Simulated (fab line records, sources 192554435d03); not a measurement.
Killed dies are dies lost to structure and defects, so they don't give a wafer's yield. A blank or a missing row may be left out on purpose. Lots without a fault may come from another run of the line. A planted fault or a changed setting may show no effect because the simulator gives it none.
Chamber matching | flow n5_finfet | N5_BEOL_M11_STRIP_19 on rie_diel-03: 4 sister chambers
The step strips in O2. 4 wafers are shown with their chamber, then 7 later ones without.

WAFERS WITH THEIR CHAMBER
wafer  | chamber | showerhead_plenum_p_Torr (Torr)
L080.5 | 3       | 2.17
L085.6 | 2       | 2.09
L088.1 | 0       | 2.00
L088.3 | 1       | 2.05

WAFERS WITHOUT THEIR CHAMBER
wafer  | showerhead_plenum_p_Torr (Torr)
L088.6 | 2.09
L095.3 | 2.08
L095.4 | 2.00
L095.5 | 2.00
L096.3 | 2.08
L096.5 | 2.04
L096.6 | 2.00

WHICH CHAMBER EACH WENT THROUGH
wafer  | from the rows above | in truth
L088.6 | 2                   | 2
L095.3 | 2                   | 2
L095.4 | 0                   | 0
L095.5 | 0                   | 0
L096.3 | 2                   | 2
L096.5 | 1                   | 1
L096.6 | 0                   | 0
Placed correctly: 7 of 7. Can't be placed from these rows: 0. Placed wrongly: 0.
How it was worked out, from the rows above alone: a wafer's distance from a chamber is the root of the sum, over the readings, of the square of ((its reading less the chamber's mean) divided by the reading's scatter). The wafer belongs to the nearest chamber; if the next one is less than 2 further off, it can't be placed. A chamber's mean is the mean of its shown wafers. The scatter: with one shown wafer a chamber, the root of the mean of the squares of how far each hidden wafer lies from its nearest shown one.
